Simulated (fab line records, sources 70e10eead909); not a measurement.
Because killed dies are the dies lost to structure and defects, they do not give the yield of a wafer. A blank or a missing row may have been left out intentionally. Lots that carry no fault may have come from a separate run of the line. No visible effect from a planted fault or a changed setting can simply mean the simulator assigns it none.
Which tool was responsible?	flow nandHarc	24 lots with 72 wafers sampled at 6 steps, on a route of 1302 steps

WHAT EACH GAUGE READ, for each wafer
The record lacks any reading of a measuring or inspecting step that a usual standard deviation could be used to judge.

TOOL THAT RAN EACH LOT (tool first, then ch and the chambers of the sampled wafers, then the start)
lot	NHARC_A_STAIRCASE_CMP_472	NHARC_A_SGD_CUT_STRIP_17	NHARC_A_SLIT_DEP_00	NHARC_A_WL_FILL_ETCHBACK_05	NHARC_A_WL_FILL_STRIP_29	NHARC_A_WL_FILL_CVD_20
L075	cmp-02 ch 0,1,3, day 19 14:58	rieDiel-10 ch 1,2,3, day 20 00:25 or earlier	aclDep-02 ch 0, day 20 00:25	rieMetal-01 ch 0,1, day 20 18:17	rieDiel-05 ch 0,1,2, day 21 05:20	cvdW-01 ch 0,1, no start
L077	cmp-03 ch 0,2,3, day 19 22:00	rieDiel-09 ch 0,1,2, day 20 08:14 or earlier	aclDep-03 ch 0, day 20 08:14	rieMetal-02 ch 0,1, day 21 05:13	rieDiel-04 ch 0,1,2, day 21 16:29	cvdW-02 ch 0,1, no start
L074	cmp-01 ch 0,1, day 19 22:37	rieDiel-08 ch 0,2,3, day 20 08:20 or earlier	aclDep-01 ch 0, day 20 08:20	rieMetal-03 ch 0,1, day 21 08:21	rieDiel-01 ch 0,1, day 21 16:32	cvdW-02 ch 0,1, no start
L076	cmp-02 ch 0,2, day 19 22:46	rieDiel-08 ch 0,1,2, day 20 08:52 or earlier	aclDep-02 ch 0, day 20 08:52	rieMetal-03 ch 0,1, day 21 05:23	rieDiel-05 ch 0,3, day 21 16:30	cvdW-01 ch 0,1, no start
L078	cmp-01 ch 2,3, day 20 17:34	rieDiel-09 ch 1,2, day 21 02:59 or earlier	aclDep-01 ch 0, day 21 02:59	rieMetal-01 ch 0,1, day 21 22:07	rieDiel-01 ch 0,1,2, day 22 08:23	cvdW-01 ch 0,1, no start
L079	cmp-02 ch 1,2,3, day 21 20:00	rieDiel-10 ch 0,1, day 22 07:37 or earlier	aclDep-01 ch 0, day 22 07:37	rieMetal-02 ch 0,1, day 23 02:39	rieDiel-05 ch 2,3, day 23 12:56	cvdW-01 ch 0,1, no start
L080	cmp-01 ch 1,2, day 21 20:08	rieDiel-08 ch 1,2,3, day 22 09:38 or earlier	aclDep-02 ch 0, day 22 09:38	rieMetal-01 ch 0,1, day 23 06:50	rieDiel-04 ch 1,2, day 23 19:07	cvdW-02 ch 1, no start
L082	cmp-02 ch 1,2,3, day 21 20:56	rieDiel-10 ch 0,1, day 22 08:47 or earlier	aclDep-03 ch 0, day 22 08:47	rieMetal-03 ch 0, day 23 02:55	rieDiel-05 ch 0,1, day 23 12:53	cvdW-02 ch 0,1, no start
L081	cmp-03 ch 1,3, day 21 22:53	rieDiel-08 ch 1,2, day 22 11:58 or earlier	aclDep-01 ch 0, day 22 11:58	rieMetal-02 ch 0,1, day 23 12:55	rieDiel-01 ch 1,2,3, day 23 23:25	cvdW-02 ch 0,1, no start
L085	cmp-03 ch 1,3, day 23 04:27	rieDiel-08 ch 1,2,3, day 23 13:32 or earlier	aclDep-02 ch 0, day 23 13:32	rieMetal-03 ch 0,1, day 24 11:51	rieDiel-04 ch 0,3, day 25 03:32	cvdW-02 ch 0,1, no start
L083	cmp-02 ch 1,2,3, day 23 04:35	rieDiel-09 ch 1,2, day 23 13:28 or earlier	aclDep-03 ch 0, day 23 13:28	rieMetal-02 ch 0,1, day 24 08:13	rieDiel-04 ch 0,2, day 24 18:27	cvdW-02 ch 0,1, no start
L084	cmp-01 ch 0,1,3, day 23 06:48	rieDiel-09 ch 0,1,3, day 23 15:18 or earlier	aclDep-01 ch 0, day 23 15:18	rieMetal-02 ch 0,1, day 24 11:56	rieDiel-04 ch 0,2,3, day 25 00:33	cvdW-01 ch 0,1, no start
L086	cmp-01 ch 0,3, day 24 08:32	rieDiel-08 ch 0,2, day 24 19:26 or earlier	aclDep-02 ch 0, day 24 19:26	rieMetal-02 ch 0,1, day 25 14:11	rieDiel-04 ch 0,1,2, day 26 00:38	cvdW-02 ch 0, no start
L087	cmp-03 ch 0,1,2, day 25 06:52	rieDiel-09 ch 0,2,3, day 25 16:55 or earlier	aclDep-02 ch 0, day 25 16:55	rieMetal-03 ch 0,1, day 26 15:04	rieDiel-04 ch 0,1,2, day 27 04:42	cvdW-01 ch 0,1, no start
L088	cmp-02 ch 0,1,3, day 25 06:55	rieDiel-10 ch 0,2,3, day 25 16:08 or earlier	aclDep-01 ch 0, day 25 16:08	rieMetal-01 ch 0,1, day 26 11:14	rieDiel-01 ch 1,2,3, day 26 21:01	cvdW-01 ch 0,1, no start
L089	cmp-01 ch 1,2,3, day 25 07:09	rieDiel-09 ch 0,1,3, day 25 17:19 or earlier	aclDep-03 ch 0, day 25 17:19	rieMetal-02 ch 0,1, day 26 11:18	rieDiel-05 ch 0,2, day 26 23:04	cvdW-02 ch 0,1, no start
L090	cmp-01 ch 0,1,3, day 25 10:21	rieDiel-09 ch 0,1, day 25 20:28 or earlier	aclDep-03 ch 0, day 25 20:28	rieMetal-03 ch 0,1, day 26 21:00	rieDiel-01 ch 0,1,2, day 27 06:43	cvdW-01 ch 0,1, no start
L091	cmp-01 ch 1,2, day 26 12:46	rieDiel-08 ch 1,2,3, day 26 21:48 or earlier	aclDep-02 ch 0, day 26 21:48	rieMetal-02 ch 1, day 28 01:05	rieDiel-01 ch 0,3, day 28 11:14	cvdW-02 ch 1, no start
L092	cmp-03 ch 0,3, day 26 18:39	rieDiel-09 ch 0,1,2, day 27 08:01 or earlier	aclDep-02 ch 0, day 27 08:01	rieMetal-03 ch 0,1, day 28 02:58	rieDiel-04 ch 0,2,3, day 28 11:14	cvdW-01 ch 1, no start
L093	cmp-02 ch 0,2,3, day 26 18:56	rieDiel-10 ch 1,2,3, day 27 08:19 or earlier	aclDep-01 ch 0, day 27 08:19	rieMetal-01 ch 0,1, day 28 05:51	rieDiel-01 ch 0,1,2, day 28 16:08	cvdW-02 ch 0,1, no start
L094	cmp-03 ch 1,3, day 27 10:14	rieDiel-08 ch 1,2,3, day 27 18:48 or earlier	aclDep-01 ch 0, day 27 18:48	rieMetal-02 ch 0,1, day 28 15:30	rieDiel-05 ch 0,1,3, day 29 05:10	cvdW-02 ch 0,1, no start
L095	cmp-01 ch 1,2,3, day 27 16:47	rieDiel-09 ch 2,3, day 28 03:52 or earlier	aclDep-01 ch 0, day 28 03:52	rieMetal-01 ch 0,1, day 29 00:33	rieDiel-04 ch 1,2, day 29 10:33	cvdW-02 ch 0,1, no start
L096	cmp-01 ch 0,2,3, day 28 16:58	rieDiel-09 ch 1,2, day 29 05:44 or earlier	aclDep-02 ch 0, day 29 05:44	rieMetal-02 ch 0,1, day 29 23:37	rieDiel-04 ch 0,1, day 30 09:52	cvdW-01 ch 0,1, no start
L097	cmp-02 ch 0,1, day 28 22:25	rieDiel-08 ch 2,3, day 29 11:35 or earlier	aclDep-01 ch 0, day 29 11:35	rieMetal-02 ch 0,1, day 30 07:47	rieDiel-01 ch 0,1, day 30 18:53	cvdW-01 ch 0,1, no start
- NHARC_A_STAIRCASE_CMP_472: polishes SiO2.
- NHARC_A_SGD_CUT_STRIP_17: strips in O2.
- NHARC_A_SLIT_DEP_00: deposits aC, target thk 6200 nm.
- NHARC_A_WL_FILL_ETCHBACK_05: etches the open film in Cl2/BCl3, target depth 22 nm, time 60 s.
- NHARC_A_WL_FILL_STRIP_29: strips in O2, time 20 s.
- NHARC_A_WL_FILL_CVD_20: deposits W, target thk 100 nm, time 74 s.

WHAT THE TOOLS THEMSELVES READ (means of the sampled wafers that have a number; where no wafer has one, the mark that the record gives instead)
NHARC_A_STAIRCASE_CMP_472. Usual: motorCurrentA reads 12.1 A (standard deviation 0.99).
lot	tool	motorCurrentA (A)	flag
L075	cmp-02	12.1	
L077	cmp-03	12.6	
L074	cmp-01	12.0	
L076	cmp-02	12.1	
L078	cmp-01	11.2	
L079	cmp-02	11.9	
L080	cmp-01	11.6	
L082	cmp-02	11.7	
L081	cmp-03	13.0	
L085	cmp-03	12.2	
L083	cmp-02	12.0	
L084	cmp-01	11.7	
L086	cmp-01	12.5	
L087	cmp-03	13.0	
L088	cmp-02	12.3	
L089	cmp-01	11.3	
L090	cmp-01	11.7	
L091	cmp-01	11.3	
L092	cmp-03	12.9	
L093	cmp-02	12.4	
L094	cmp-03	13.3	
L095	cmp-01	11.3	
L096	cmp-01	11.8	
L097	cmp-02	12.0	

NHARC_A_SGD_CUT_STRIP_17. Usual: drypumpMotorCurrentA 5.3 A, standard deviation 0.48; oesProductAu 1.000 a.u., standard deviation 0.011; rfVppV 57.9 V, standard deviation 0.8; showerheadPlenumPTorr 3.54 Torr, standard deviation 0.11; throttleValvePct 17.036 %, standard deviation 0.0089.
lot	tool	drypumpMotorCurrentA (A)	oesProductAu (a.u.)	rfVppV (V)	showerheadPlenumPTorr (Torr)	throttleValvePct (%)	flag
L075	rieDiel-10	5.3	0.999	57.6	3.46	17.036	
L077	rieDiel-09	5.9	1.006	57.9	3.67	17.030	
L074	rieDiel-08	5.2	1.008	57.0	3.51	17.037	
L076	rieDiel-08	5.0	1.003	57.4	3.43	17.040	
L078	rieDiel-09	5.9	0.998	57.8	3.69	17.031	
L079	rieDiel-10	5.4	1.007	57.8	3.53	17.034	
L080	rieDiel-08	5.0	1.001	57.2	3.50	17.038	
L082	rieDiel-10	5.3	1.005	57.4	3.55	17.033	
L081	rieDiel-08	4.9	1.018	57.6	3.42	17.038	
L085	rieDiel-08	5.1	1.012	58.0	3.49	17.037	
L083	rieDiel-09	5.9	0.992	58.6	3.68	17.039	
L084	rieDiel-09	5.6	0.990	57.9	3.60	17.040	
L086	rieDiel-08	5.1	1.013	57.7	3.43	17.041	
L087	rieDiel-09	5.4	0.986	57.8	3.61	17.027	
L088	rieDiel-10	5.2	1.006	57.7	3.48	17.031	
L089	rieDiel-09	5.6	0.989	58.0	3.60	17.041	
L090	rieDiel-09	6.1	0.996	58.5	3.66	17.042	
L091	rieDiel-08	5.0	1.008	58.0	3.49	17.031	
L092	rieDiel-09	5.9	0.985	58.4	3.67	17.035	
L093	rieDiel-10	5.3	0.994	57.8	3.46	17.038	
L094	rieDiel-08	5.1	1.011	56.9	3.49	17.041	
L095	rieDiel-09	5.1	0.989	58.3	3.56	17.035	
L096	rieDiel-09	6.2	1.000	57.9	3.67	17.041	
L097	rieDiel-08	5.3	1.022	57.9	3.56	17.041	

NHARC_A_SLIT_DEP_00. Usual: throttleValvePct reads 35.000 % (standard deviation 0.0084).
lot	tool	throttleValvePct (%)	flag
L075	aclDep-02	35.004	
L077	aclDep-03	34.998	
L074	aclDep-01	35.000	
L076	aclDep-02	34.995	
L078	aclDep-01	34.994	
L079	aclDep-01	35.002	
L080	aclDep-02	35.005	
L082	aclDep-03	34.992	
L081	aclDep-01	34.997	
L085	aclDep-02	35.002	
L083	aclDep-03	35.008	
L084	aclDep-01	34.999	
L086	aclDep-02	35.002	
L087	aclDep-02	34.997	
L088	aclDep-01	35.000	
L089	aclDep-03	34.994	
L090	aclDep-03	34.992	
L091	aclDep-02	35.003	
L092	aclDep-02	34.999	
L093	aclDep-01	34.995	
L094	aclDep-01	34.999	
L095	aclDep-01	34.996	
L096	aclDep-02	35.004	
L097	aclDep-01	34.997	

NHARC_A_WL_FILL_ETCHBACK_05. Usual: drypumpMotorCurrentA 5.7 A, standard deviation 0.45; heBacksideLeakSccm 3.43 sccm, standard deviation 0.23; oesProductAu 1.002 a.u., standard deviation 0.01.
lot	tool	drypumpMotorCurrentA (A)	heBacksideLeakSccm (sccm)	oesProductAu (a.u.)	flag
L075	rieMetal-01	5.3	3.61	1.010	
L077	rieMetal-02	5.6	3.40	1.007	
L074	rieMetal-03	6.3	3.23	0.997	
L076	rieMetal-03	6.0	3.36	0.988	
L078	rieMetal-01	5.1	3.58	1.010	
L079	rieMetal-02	5.6	3.26	1.005	
L080	rieMetal-01	5.3	3.54	1.006	
L082	rieMetal-03	6.4	3.34	1.007	
L081	rieMetal-02	5.7	3.51	1.015	
L085	rieMetal-03	6.3	3.29	0.993	
L083	rieMetal-02	5.6	3.22	1.012	
L084	rieMetal-02	5.6	3.31	1.011	
L086	rieMetal-02	5.6	3.37	1.001	
L087	rieMetal-03	6.3	3.30	0.991	
L088	rieMetal-01	5.3	3.54	0.991	
L089	rieMetal-02	5.6	4.06	1.009	
L090	rieMetal-03	6.0	3.28	0.988	
L091	rieMetal-02	5.7	3.61	1.008	
L092	rieMetal-03	6.3	3.37	0.996	
L093	rieMetal-01	5.3	3.56	1.002	
L094	rieMetal-02	5.6	3.15	1.009	
L095	rieMetal-01	5.3	3.59	0.995	
L096	rieMetal-02	5.6	3.38	1.005	
L097	rieMetal-02	5.6	3.34	0.999	

NHARC_A_WL_FILL_STRIP_29. Usual: drypumpMotorCurrentA 5.94 A, standard deviation 0.25; oesProductAu 1.003 a.u., standard deviation 0.0084; rfVppV 57.8 V, standard deviation 0.88; showerheadPlenumPTorr 3.56 Torr, standard deviation 0.087; throttleValvePct 17.036 %, standard deviation 0.0097.
lot	tool	drypumpMotorCurrentA (A)	oesProductAu (a.u.)	rfVppV (V)	showerheadPlenumPTorr (Torr)	throttleValvePct (%)	flag
L075	rieDiel-05	6.19	0.998	57.4	3.49	17.037	
L077	rieDiel-04	6.01	1.000	57.2	3.53	17.030	
L074	rieDiel-01	5.73	1.007	58.0	3.64	17.034	
L076	rieDiel-05	6.05	1.007	58.3	3.49	17.038	
L078	rieDiel-01	5.93	1.000	57.3	3.63	17.039	
L079	rieDiel-05	6.08	0.997	57.3	3.50	17.032	
L080	rieDiel-04	5.97	1.007	57.5	3.57	17.027	
L082	rieDiel-05	6.07	1.002	58.1	3.54	17.042	
L081	rieDiel-01	5.71	1.007	58.4	3.59	17.042	
L085	rieDiel-04	5.96	1.009	57.9	3.53	17.032	
L083	rieDiel-04	6.05	1.007	58.2	3.61	17.035	
L084	rieDiel-04	5.95	1.006	58.2	3.58	17.031	
L086	rieDiel-04	6.00	1.007	57.9	3.53	17.038	
L087	rieDiel-04	6.03	1.009	58.2	3.53	17.033	
L088	rieDiel-01	5.71	1.003	57.9	3.59	17.042	
L089	rieDiel-05	6.30	0.997	56.9	3.43	17.046	
L090	rieDiel-01	5.92	1.003	57.7	3.63	17.036	
L091	rieDiel-01	5.86	1.004	59.1	3.65	17.040	
L092	rieDiel-04	5.92	1.002	58.4	3.58	17.036	
L093	rieDiel-01	5.90	0.993	57.5	3.63	17.036	
L094	rieDiel-05	5.94	1.012	57.8	3.55	17.027	
L095	rieDiel-04	6.00	1.008	58.0	3.57	17.038	
L096	rieDiel-04	5.99	1.000	57.4	3.45	17.034	
L097	rieDiel-01	5.74	1.010	57.2	3.64	17.033	

NHARC_A_WL_FILL_CVD_20. Usual: heaterPowerW 897 W, standard deviation 52; throttleValvePct 8.1 %, standard deviation 0.43.
lot	tool	heaterPowerW (W)	throttleValvePct (%)	flag
L075	cvdW-01	878	8.3	
L077	cvdW-02	898	7.8	
L074	cvdW-02	907	8.4	
L076	cvdW-01	872	8.2	
L078	cvdW-01	909	8.0	
L079	cvdW-01	879	8.3	
L080	cvdW-02	847	7.7	
L082	cvdW-02	876	7.9	
L081	cvdW-02	885	8.0	
L085	cvdW-02	908	8.3	
L083	cvdW-02	899	7.9	
L084	cvdW-01	887	8.1	
L086	cvdW-02	938	8.9	
L087	cvdW-01	883	8.0	
L088	cvdW-01	884	8.0	
L089	cvdW-02	897	8.1	
L090	cvdW-01	888	8.1	
L091	cvdW-02	833	7.7	
L092	cvdW-01	832	8.2	
L093	cvdW-02	861	8.2	
L094	cvdW-02	858	8.2	
L095	cvdW-02	881	8.1	
L096	cvdW-01	869	8.2	
L097	cvdW-01	885	8.2	

THE ANSWER, worked out from the rows above alone
Rule: a lot is off if the mean of its wafers that have a number lies more than 3 standard deviations from the usual mean. Also off: a lot with no number at a reading for which 4 or more lots have one. All remaining lots with rows at the step are treated as sound. The gauges are gone through in route order, then the tools' own readings, and for those a lot's mean is taken as printed above. At the first step where some lot is off, the reading lying furthest off is the one used; lots without a number count as furthest.
No lot is off on any of the readings shown, so nothing can be concluded from this.

WHAT HAD BEEN PUT IN BY THE SIMULATOR
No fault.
